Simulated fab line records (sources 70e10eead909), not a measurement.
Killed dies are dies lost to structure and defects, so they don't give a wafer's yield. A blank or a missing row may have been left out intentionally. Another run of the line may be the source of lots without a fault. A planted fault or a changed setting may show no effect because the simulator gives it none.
What tool caused it? :: flow nandHarc :: Sampling: 12 lots, 36 wafers, 5 of 1302 route steps

WHAT EACH GAUGE READ, for each wafer
NHARC_A_CONTACT_OVL_MEAS_43. Usual: overlayXNm 0.1 nm, standard deviation 0.9; overlayYNm 0.1 nm, standard deviation 0.95.
lot: L190
measured: day 21 01:47
on: overlay-01
overlayXNm (nm): -0.1 0.1 -0.7
overlayYNm (nm): 1.5 2.1 1.2
flag: 

lot: L193
measured: day 22 05:58
on: overlay-01
overlayXNm (nm): 0.5 0.6 0.0
overlayYNm (nm): -0.4 0.1 -0.2
flag: 

lot: L194
measured: day 22 08:22
on: overlay-02
overlayXNm (nm): 1.1 1.5 0.8
overlayYNm (nm): 0.4 -0.1 -0.4
flag: 

lot: L199
measured: day 25 13:48
on: overlay-02
overlayXNm (nm): -0.1 0.4 0.4
overlayYNm (nm): -0.1 0.2 0.2
flag: 

lot: L201
measured: day 25 17:32
on: overlay-01
overlayXNm (nm): 1.2 1.2 0.9
overlayYNm (nm): -0.4 -0.2 -0.8
flag: 

lot: L203
measured: day 26 01:33
on: overlay-01
overlayXNm (nm): -0.6 -0.2 -0.6
overlayYNm (nm): 0.9 1.2 0.6
flag: 

lot: L202
measured: day 26 02:41
on: overlay-02
overlayXNm (nm): -0.9 -1.3 -0.5
overlayYNm (nm): -2.1 -1.6 -1.7
flag: 

lot: L207
measured: day 28 01:13
on: overlay-02
overlayXNm (nm): 0.0 -0.2 -1.0
overlayYNm (nm): -0.8 -0.7 -1.3
flag: 

lot: L208
measured: day 29 11:53
on: overlay-02
overlayXNm (nm): 1.0 0.6 0.3
overlayYNm (nm): 0.3 -0.4 0.4
flag: 

lot: L211
measured: day 30 01:58
on: overlay-02
overlayXNm (nm): 0.3 0.2 0.5
overlayYNm (nm): 0.4 0.2 0.2
flag: 

lot: L212
measured: day 30 06:23
on: overlay-02
overlayXNm (nm): -1.5 -1.7 -1.0
overlayYNm (nm): 0.4 0.0 -0.1
flag: 

lot: L213
measured: day 30 17:56
on: overlay-01
overlayXNm (nm): -0.1 -0.2 -0.4
overlayYNm (nm): 1.0 1.7 1.3
flag: 

NHARC_END_SORT_01. Usual: killedAtArray 52, standard deviation 19; killedAtOther 1.0, standard deviation 1.2; killedAtPeriphery 4.1, standard deviation 2.8; killedDies 57, standard deviation 19; killedOpen 3.1, standard deviation 1.7; killedShort 2.5, standard deviation 1.5.
lot: L199
measured: day 28 18:43
on: prober-01
killedAtArray: 672 671 675
killedAtOther: 0 0 1
killedAtPeriphery: 5 6 1
killedDies: 677 677 677
killedOpen: 4 3 3
killedShort: 4 4 2
flag: OFF

lot: L201
measured: day 29 02:55
on: prober-02
killedAtArray: 668 671 668
killedAtOther: 1 2 0
killedAtPeriphery: 8 4 9
killedDies: 677 677 677
killedOpen: 1 2 1
killedShort: 1 1 1
flag: OFF

lot: L203
measured: day 29 10:34
on: prober-01
killedAtArray: 82 76 54
killedAtOther: 2 4 1
killedAtPeriphery: 1 3 3
killedDies: 85 83 58
killedOpen: 4 2 4
killedShort: 1 0 2
flag: 

EACH LOT AND THE TOOL THAT RAN IT (in order: tool; ch and the chambers of the sampled wafers; start)
lot: L190
NHARC_A_CONTACT_ETCH_50: rieDiel-12 ch 2,3, day 21 04:19 or earlier
NHARC_A_CONTACT_ETCH_114: harCapEtch-02 ch 0,1, day 21 04:19
NHARC_A_CONTACT_ETCH_118: harCapEtch-02 ch 0,1, day 21 04:59

lot: L193
NHARC_A_CONTACT_ETCH_50: rieDiel-12 ch 0,3, day 22 08:28 or earlier
NHARC_A_CONTACT_ETCH_114: harCapEtch-02 ch 0,1, day 22 08:28
NHARC_A_CONTACT_ETCH_118: harCapEtch-02 ch 0,1, day 22 09:08

lot: L194
NHARC_A_CONTACT_ETCH_50: rieDiel-08 ch 0,1,2, day 22 10:52 or earlier
NHARC_A_CONTACT_ETCH_114: harCapEtch-03 ch 0, day 22 10:52
NHARC_A_CONTACT_ETCH_118: harCapEtch-03 ch 0, day 22 11:32

lot: L199
NHARC_A_CONTACT_ETCH_50: rieDiel-08 ch 0,2,3, day 25 17:01 or earlier
NHARC_A_CONTACT_ETCH_114: harCapEtch-03 ch 0,1, day 25 17:01
NHARC_A_CONTACT_ETCH_118: harCapEtch-03 ch 0,1, day 25 17:56

lot: L201
NHARC_A_CONTACT_ETCH_50: rieDiel-08 ch 0,2,3, day 25 20:01 or earlier
NHARC_A_CONTACT_ETCH_114: harCapEtch-01 ch 0,1, day 25 20:01
NHARC_A_CONTACT_ETCH_118: harCapEtch-01 ch 0,1, day 25 20:43

lot: L203
NHARC_A_CONTACT_ETCH_50: rieDiel-08 ch 1,2,3, day 26 04:09 or earlier
NHARC_A_CONTACT_ETCH_114: harCapEtch-03 ch 0,1, day 26 04:09
NHARC_A_CONTACT_ETCH_118: harCapEtch-03 ch 0,1, day 26 04:50

lot: L202
NHARC_A_CONTACT_ETCH_50: rieDiel-05 ch 0,1,2, day 26 05:20 or earlier
NHARC_A_CONTACT_ETCH_114: harCapEtch-01 ch 0,1, day 26 05:20
NHARC_A_CONTACT_ETCH_118: harCapEtch-01 ch 0,1, day 26 06:07

lot: L207
NHARC_A_CONTACT_ETCH_50: rieDiel-08 ch 0,1,2, day 28 05:16 or earlier
NHARC_A_CONTACT_ETCH_114: harCapEtch-01 ch 0,1, day 28 05:16
NHARC_A_CONTACT_ETCH_118: harCapEtch-01 ch 0,1, day 28 05:56

lot: L208
NHARC_A_CONTACT_ETCH_50: rieDiel-12 ch 0,2, day 29 14:34 or earlier
NHARC_A_CONTACT_ETCH_114: harCapEtch-03 ch 1, day 29 14:34
NHARC_A_CONTACT_ETCH_118: harCapEtch-03 ch 1, day 29 15:28

lot: L211
NHARC_A_CONTACT_ETCH_50: rieDiel-08 ch 0,2,3, day 30 04:35 or earlier
NHARC_A_CONTACT_ETCH_114: harCapEtch-02 ch 1, day 30 04:35
NHARC_A_CONTACT_ETCH_118: harCapEtch-02 ch 1, day 30 05:26

lot: L212
NHARC_A_CONTACT_ETCH_50: rieDiel-05 ch 0,1,2, day 30 08:52 or earlier
NHARC_A_CONTACT_ETCH_114: harCapEtch-01 ch 0,1, day 30 08:52
NHARC_A_CONTACT_ETCH_118: harCapEtch-01 ch 0,1, day 30 09:33

lot: L213
NHARC_A_CONTACT_ETCH_50: rieDiel-08 ch 1,2,3, day 30 20:29 or earlier
NHARC_A_CONTACT_ETCH_114: harCapEtch-01 ch 0,1, day 30 20:29
NHARC_A_CONTACT_ETCH_118: harCapEtch-01 ch 0,1, day 30 21:11
- NHARC_A_CONTACT_ETCH_50: etches the open film in CF4/CHF3, target depth 121 nm, time 60.5 s.
- NHARC_A_CONTACT_ETCH_114: etches the open film in C4F8/O2/Ar, time 190 s, target depth 1850 nm.
- NHARC_A_CONTACT_ETCH_118: etches the open film in C4F8/O2/Ar, time 190 s, target depth 1850 nm.

WHAT THE TOOLS THEMSELVES READ (means of the sampled wafers that have a number; where no wafer has one, the mark that the record gives instead)
NHARC_A_CONTACT_ETCH_50. Usual: biasW 200.0 W, standard deviation 0.58; cf4FlowSccm 100.01 sccm, standard deviation 0.27; drypumpMotorCurrentA 5.93 A, standard deviation 0.27; oesProductAu 0.949 a.u., standard deviation 0.021; rfVppV 369.7 V, standard deviation 1.8; showerheadPlenumPTorr 1.54 Torr, standard deviation 0.047; throttleValvePct 16.801 %, standard deviation 0.0097.
lot: L190
tool: rieDiel-12
biasW (W): 200.3
cf4FlowSccm (sccm): 100.27
drypumpMotorCurrentA (A): 5.66
oesProductAu (a.u.): 0.944
rfVppV (V): 369.1
showerheadPlenumPTorr (Torr): 1.52
throttleValvePct (%): 16.803
flag: 

lot: L193
tool: rieDiel-12
biasW (W): 199.6
cf4FlowSccm (sccm): 99.97
drypumpMotorCurrentA (A): 5.66
oesProductAu (a.u.): 0.910
rfVppV (V): 368.0
showerheadPlenumPTorr (Torr): 1.50
throttleValvePct (%): 16.808
flag: 

lot: L194
tool: rieDiel-08
biasW (W): 199.9
cf4FlowSccm (sccm): 99.64
drypumpMotorCurrentA (A): 6.14
oesProductAu (a.u.): 0.979
rfVppV (V): 371.8
showerheadPlenumPTorr (Torr): 1.59
throttleValvePct (%): 16.811
flag: 

lot: L199
tool: rieDiel-08
biasW (W): 200.2
cf4FlowSccm (sccm): 100.23
drypumpMotorCurrentA (A): 5.99
oesProductAu (a.u.): 0.966
rfVppV (V): 369.6
showerheadPlenumPTorr (Torr): 1.55
throttleValvePct (%): 16.802
flag: 

lot: L201
tool: rieDiel-08
biasW (W): 199.7
cf4FlowSccm (sccm): 99.98
drypumpMotorCurrentA (A): 6.01
oesProductAu (a.u.): 0.967
rfVppV (V): 370.2
showerheadPlenumPTorr (Torr): 1.55
throttleValvePct (%): 16.798
flag: 

lot: L203
tool: rieDiel-08
biasW (W): 200.6
cf4FlowSccm (sccm): 100.08
drypumpMotorCurrentA (A): 5.99
oesProductAu (a.u.): 0.957
rfVppV (V): 369.1
showerheadPlenumPTorr (Torr): 1.55
throttleValvePct (%): 16.805
flag: 

lot: L202
tool: rieDiel-05
biasW (W): 199.9
cf4FlowSccm (sccm): 100.08
drypumpMotorCurrentA (A): 5.85
oesProductAu (a.u.): 0.952
rfVppV (V): 368.1
showerheadPlenumPTorr (Torr): 1.51
throttleValvePct (%): 16.797
flag: 

lot: L207
tool: rieDiel-08
biasW (W): 199.3
cf4FlowSccm (sccm): 99.88
drypumpMotorCurrentA (A): 6.14
oesProductAu (a.u.): 0.934
rfVppV (V): 370.7
showerheadPlenumPTorr (Torr): 1.58
throttleValvePct (%): 16.795
flag: 

lot: L208
tool: rieDiel-12
biasW (W): 200.0
cf4FlowSccm (sccm): 99.83
drypumpMotorCurrentA (A): 5.83
oesProductAu (a.u.): 0.951
rfVppV (V): 368.9
showerheadPlenumPTorr (Torr): 1.52
throttleValvePct (%): 16.806
flag: 

lot: L211
tool: rieDiel-08
biasW (W): 200.0
cf4FlowSccm (sccm): 100.05
drypumpMotorCurrentA (A): 6.01
oesProductAu (a.u.): 0.962
rfVppV (V): 369.8
showerheadPlenumPTorr (Torr): 1.55
throttleValvePct (%): 16.799
flag: 

lot: L212
tool: rieDiel-05
biasW (W): 200.2
cf4FlowSccm (sccm): 99.74
drypumpMotorCurrentA (A): 5.84
oesProductAu (a.u.): 0.923
rfVppV (V): 369.1
showerheadPlenumPTorr (Torr): 1.50
throttleValvePct (%): 16.816
flag: 

lot: L213
tool: rieDiel-08
biasW (W): 199.7
cf4FlowSccm (sccm): 99.91
drypumpMotorCurrentA (A): 6.01
oesProductAu (a.u.): 0.921
rfVppV (V): 369.3
showerheadPlenumPTorr (Torr): 1.54
throttleValvePct (%): 16.797
flag: 

NHARC_A_CONTACT_ETCH_114. Usual: chamberPressureMTorr 20.001 mTorr, standard deviation 0.018; oesAirLineAu 1.002 a.u., standard deviation 0.02.
lot: L190
tool: harCapEtch-02
chamberPressureMTorr (mTorr): 19.994
oesAirLineAu (a.u.): 1.001
flag: 

lot: L193
tool: harCapEtch-02
chamberPressureMTorr (mTorr): 20.005
oesAirLineAu (a.u.): 0.990
flag: 

lot: L194
tool: harCapEtch-03
chamberPressureMTorr (mTorr): 19.973
oesAirLineAu (a.u.): 1.003
flag: 

lot: L199
tool: harCapEtch-03
chamberPressureMTorr (mTorr): -
oesAirLineAu (a.u.): -
flag: OFF

lot: L201
tool: harCapEtch-01
chamberPressureMTorr (mTorr): -
oesAirLineAu (a.u.): -
flag: OFF

lot: L203
tool: harCapEtch-03
chamberPressureMTorr (mTorr): 19.999
oesAirLineAu (a.u.): 0.996
flag: 

lot: L202
tool: harCapEtch-01
chamberPressureMTorr (mTorr): 20.021
oesAirLineAu (a.u.): 1.006
flag: 

lot: L207
tool: harCapEtch-01
chamberPressureMTorr (mTorr): 20.029
oesAirLineAu (a.u.): 0.995
flag: 

lot: L208
tool: harCapEtch-03
chamberPressureMTorr (mTorr): 20.002
oesAirLineAu (a.u.): 0.974
flag: 

lot: L211
tool: harCapEtch-02
chamberPressureMTorr (mTorr): 20.009
oesAirLineAu (a.u.): 0.998
flag: 

lot: L212
tool: harCapEtch-01
chamberPressureMTorr (mTorr): 20.019
oesAirLineAu (a.u.): 1.006
flag: 

lot: L213
tool: harCapEtch-01
chamberPressureMTorr (mTorr): 20.002
oesAirLineAu (a.u.): 1.009
flag: 

NHARC_A_CONTACT_ETCH_118. Usual: chamberPressureMTorr 19.998 mTorr, standard deviation 0.018; oesAirLineAu 0.999 a.u., standard deviation 0.019.
lot: L190
tool: harCapEtch-02
chamberPressureMTorr (mTorr): 19.987
oesAirLineAu (a.u.): 0.975
flag: 

lot: L193
tool: harCapEtch-02
chamberPressureMTorr (mTorr): 20.000
oesAirLineAu (a.u.): 0.982
flag: 

lot: L194
tool: harCapEtch-03
chamberPressureMTorr (mTorr): 19.988
oesAirLineAu (a.u.): 0.999
flag: 

lot: L199
tool: harCapEtch-03
chamberPressureMTorr (mTorr): 19.991
oesAirLineAu (a.u.): 1.020
flag: 

lot: L201
tool: harCapEtch-01
chamberPressureMTorr (mTorr): 19.987
oesAirLineAu (a.u.): 1.007
flag: 

lot: L203
tool: harCapEtch-03
chamberPressureMTorr (mTorr): 20.000
oesAirLineAu (a.u.): 1.014
flag: 

lot: L202
tool: harCapEtch-01
chamberPressureMTorr (mTorr): 20.016
oesAirLineAu (a.u.): 0.995
flag: 

lot: L207
tool: harCapEtch-01
chamberPressureMTorr (mTorr): 19.996
oesAirLineAu (a.u.): 1.007
flag: 

lot: L208
tool: harCapEtch-03
chamberPressureMTorr (mTorr): 19.999
oesAirLineAu (a.u.): 0.999
flag: 

lot: L211
tool: harCapEtch-02
chamberPressureMTorr (mTorr): 20.011
oesAirLineAu (a.u.): 1.007
flag: 

lot: L212
tool: harCapEtch-01
chamberPressureMTorr (mTorr): 19.990
oesAirLineAu (a.u.): 0.981
flag: 

lot: L213
tool: harCapEtch-01
chamberPressureMTorr (mTorr): 19.984
oesAirLineAu (a.u.): 0.978
flag: 

THE ANSWER, worked out from the rows above alone
Rule: take the mean of a lot's wafers that have a number; if it is more than 3 standard deviations from the usual mean, the lot is off. Also off: a lot with no number at a reading for which 4 or more lots have one. The other lots that the step has rows for count as sound. First the gauges in route order, then the tools' own readings, where a lot's mean is used as printed above. At the first step where some lot is off, the reading lying furthest off is the one used; lots without a number count as furthest.
Off, at NHARC_END_SORT_01 on killedAtArray: L199, L201. Neither off nor sound, because the step has no rows for them: L190, L193, L194, L202, L207, L208, L211, L212, L213.
A tool fits if, at a process step before that reading, it ran every lot that is off, and no sound lot after the first of them. The gauges at NHARC_END_SORT_01 aren't tried: what is off there is off at NHARC_A_CONTACT_ETCH_114 too, on other tools, and a gauge's error can't cause that. NHARC_A_CONTACT_ETCH_50 gives no start for some lots, so the hours and the order of its lots are those of NHARC_A_CONTACT_ETCH_114. Of those tried, none fits.

WHAT HAD BEEN PUT IN BY THE SIMULATOR
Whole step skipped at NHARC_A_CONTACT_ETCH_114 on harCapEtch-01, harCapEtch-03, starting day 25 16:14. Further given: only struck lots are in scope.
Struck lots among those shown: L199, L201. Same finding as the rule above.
